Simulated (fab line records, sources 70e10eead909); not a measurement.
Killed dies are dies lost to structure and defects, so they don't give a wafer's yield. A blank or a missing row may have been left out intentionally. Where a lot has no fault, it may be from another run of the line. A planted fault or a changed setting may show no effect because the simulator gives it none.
Chamber matching + flow nand_harc + NHARC_A_CONTACT_DEP_85 on pecvd-03 has 3 sister chambers
The step deposits SiON, target thk 60 nm. 3 wafers are shown with their chamber, then 10 later ones without.

## WAFERS WITH THEIR CHAMBER
| wafer  | chamber | rf_fwd_power_W (W) |
|--------|---------|--------------------|
| L083.3 | 0       | 349.5              |
| L085.3 | 2       | 348.6              |
| L086.4 | 1       | 348.1              |

## WAFERS MISSING THEIR CHAMBER
| wafer  | rf_fwd_power_W (W) |
|--------|--------------------|
| L086.6 | 348.5              |
| L087.2 | 347.1              |
| L087.4 | 348.3              |
| L087.5 | 348.5              |
| L090.2 | 346.9              |
| L090.3 | 348.0              |
| L090.6 | 348.3              |
| L091.2 | 347.0              |
| L091.3 | 347.5              |
| L091.6 | 349.8              |

## THE CHAMBER EACH PASSED THROUGH
| wafer  | from the rows above          | in truth |
|--------|------------------------------|----------|
| L086.6 | can't be placed: 2 or 1 or 0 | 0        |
| L087.2 | can't be placed: 1 or 2      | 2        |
| L087.4 | can't be placed: 1 or 2 or 0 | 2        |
| L087.5 | can't be placed: 2 or 1 or 0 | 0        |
| L090.2 | can't be placed: 1 or 2      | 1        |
| L090.3 | can't be placed: 1 or 2      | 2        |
| L090.6 | can't be placed: 1 or 2 or 0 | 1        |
| L091.2 | can't be placed: 1 or 2      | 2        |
| L091.3 | can't be placed: 1 or 2      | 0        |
| L091.6 | can't be placed: 0 or 2      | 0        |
Correct placement for 0 of the 10. Not placeable from these rows: 10 (in 9, the candidates include the true chamber). Number placed wrongly: 0.
How it was worked out, from the rows above alone: a wafer's distance from a chamber is the root of the sum, over the readings, of the square of ((its reading less the chamber's mean) divided by the reading's scatter). If the next closest chamber is less than 2 further off than the closest, the wafer can't be placed; otherwise it belongs to the closest. Each chamber's mean is taken over the wafers shown for it. The scatter (one wafer shown for each chamber): square how far every hidden wafer sits from the nearest shown wafer, average those squares and take the square root.
